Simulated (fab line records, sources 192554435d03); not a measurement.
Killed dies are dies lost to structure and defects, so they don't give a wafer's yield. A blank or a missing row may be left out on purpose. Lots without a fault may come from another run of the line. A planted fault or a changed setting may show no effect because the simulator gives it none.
Chamber matching | flow n5_finfet | N5_BEOL_M0_SAQP_MANDREL_ETCH_20 on rie_si-03: 3 sister chambers
The step etches a-Si in HBr/Cl2, stops on SiNx, target depth 60 nm, bt time 10 s, time 30 s. 3 wafers are shown with their chamber, then 7 later ones without.

WAFERS WITH THEIR CHAMBER
wafer  | chamber | drypump_motor_current_A (A)
L374.2 | 0       | 5.8
L377.1 | 3       | 6.2
L377.3 | 2       | 5.0

WAFERS WITHOUT THEIR CHAMBER
wafer  | drypump_motor_current_A (A)
L377.6 | 5.0
L378.2 | 5.7
L378.5 | 5.7
L378.6 | 6.2
L379.1 | 5.0
L379.4 | 6.2
L379.6 | 6.2

WHICH CHAMBER EACH WENT THROUGH
wafer  | from the rows above | in truth
L377.6 | 2                   | 2
L378.2 | 0                   | 0
L378.5 | 0                   | 0
L378.6 | 3                   | 3
L379.1 | 2                   | 2
L379.4 | 3                   | 3
L379.6 | 3                   | 3
Placed correctly: 7 of 7. Can't be placed from these rows: 0. Placed wrongly: 0.
How it was worked out, from the rows above alone: a wafer's distance from a chamber is the root of the sum, over the readings, of the square of ((its reading less the chamber's mean) divided by the reading's scatter). The wafer belongs to the nearest chamber; if the next one is less than 2 further off, it can't be placed. A chamber's mean is the mean of its shown wafers. The scatter: with one shown wafer a chamber, the root of the mean of the squares of how far each hidden wafer lies from its nearest shown one.
